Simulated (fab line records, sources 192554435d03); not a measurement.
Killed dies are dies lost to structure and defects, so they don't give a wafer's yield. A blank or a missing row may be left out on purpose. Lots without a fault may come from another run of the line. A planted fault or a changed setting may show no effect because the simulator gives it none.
Which tool did it? | flow n5_finfet | 9 lots, 26 wafers sampled, at 4 steps of a route of 1938

WHAT THE GAUGES READ, wafer by wafer
N5_BEOL_M3_INSPECT_59: inspects for defects (darkfield).
lot  | measured     | on                | raw_defect_count
L135 | day 7 09:08  | defect_inspect-01 | 72 76 71
L136 | day 7 12:29  | defect_inspect-01 | 71 97 68
L138 | day 8 04:22  | defect_inspect-01 | 110 113 89
L140 | day 8 23:18  | defect_inspect-02 | 64 55
L143 | day 9 09:54  | defect_inspect-01 | 56 45 98
L147 | day 10 12:30 | defect_inspect-02 | 821 59 45
L149 | day 10 20:23 | defect_inspect-02 | 58 34 49
L150 | day 11 03:36 | defect_inspect-02 | 65 91 925
L153 | day 12 14:40 | defect_inspect-02 | 55 34 41

WHICH TOOL RAN EACH LOT (tool, then ch and the chambers of the sampled wafers, then the start)
lot  | N5_BEOL_M3_SPUTTER_92        | N5_BEOL_M3_SPUTTER_94        | N5_BEOL_M3_PRE_CLEAN_60
L135 | pvd_sputter-03, day 7 07:19  | pvd_sputter-03, day 7 07:32  | cvd_co-01 ch 0, day 7 08:50
L136 | pvd_sputter-02, day 7 10:59  | pvd_sputter-02, day 7 11:12  | cvd_co-02 ch 0,1,2, day 7 12:14
L138 | pvd_sputter-02, day 8 02:51  | pvd_sputter-02, day 8 03:04  | cvd_co-02 ch 1,2, day 8 04:07
L140 | pvd_sputter-03, day 8 21:47  | pvd_sputter-03, day 8 22:01  | cvd_co-01 ch 0,2, day 8 23:03
L143 | pvd_sputter-03, day 9 08:23  | pvd_sputter-03, day 9 08:36  | cvd_co-02 ch 1,2, day 9 09:39
L147 | pvd_sputter-01, day 10 10:50 | pvd_sputter-01, day 10 11:03 | cvd_co-02 ch 0,1,2, day 10 12:15
L149 | pvd_sputter-01, day 10 17:31 | pvd_sputter-01, day 10 17:44 | cvd_co-01 ch 1,2, day 10 20:08
L150 | pvd_sputter-01, day 11 02:03 | pvd_sputter-01, day 11 02:16 | cvd_co-02 ch 0,1,2, day 11 03:20
L153 | pvd_sputter-01, day 12 13:10 | pvd_sputter-01, day 12 13:23 | cvd_co-01 ch 0,1,2, day 12 14:25
- N5_BEOL_M3_SPUTTER_92: material Cu, target thk 4.5 nm, time 8.29 s.
- N5_BEOL_M3_SPUTTER_94: material Cu, target thk 4.5 nm, time 8.29 s.
- N5_BEOL_M3_PRE_CLEAN_60: time 15 s.

THE ANSWER, worked out from the rows above alone
Rule: what is usual is taken from the lots themselves. Put in order of their means at a reading, lots are off if they are a third of the lots or fewer, leave a main group of 4 or more, and stand apart from it by a gap of 3 or more times the standard deviation of the main group's means; of several such gaps the widest counts. A main group whose means are all the same, to the digits that the tables above print for the reading, isn't used. A lot without any number at a reading at which 4 lots or more have one is off too. The other lots that the step has rows for count as sound.
Off: L147, L150, at N5_BEOL_M3_INSPECT_59 (raw_defect_count). The main group: mean 67, standard deviation 19.
A tool fits if, at a process step before that reading, it ran every lot that is off, and no sound lot after the first of them. The gauges at N5_BEOL_M3_INSPECT_59 are tried like those tools. One fits: cvd_co-02 at N5_BEOL_M3_PRE_CLEAN_60. Its last sound lot is L143 (day 9 09:39), its first lot that is off L147 (day 10 12:15): a fault that began between those two fits.

WHAT THE SIMULATOR HAD PUT IN
Chamber particle source: cvd_co-02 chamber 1, from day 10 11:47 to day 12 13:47, at N5_BEOL_M3_PRE_CLEAN_60. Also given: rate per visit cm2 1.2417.
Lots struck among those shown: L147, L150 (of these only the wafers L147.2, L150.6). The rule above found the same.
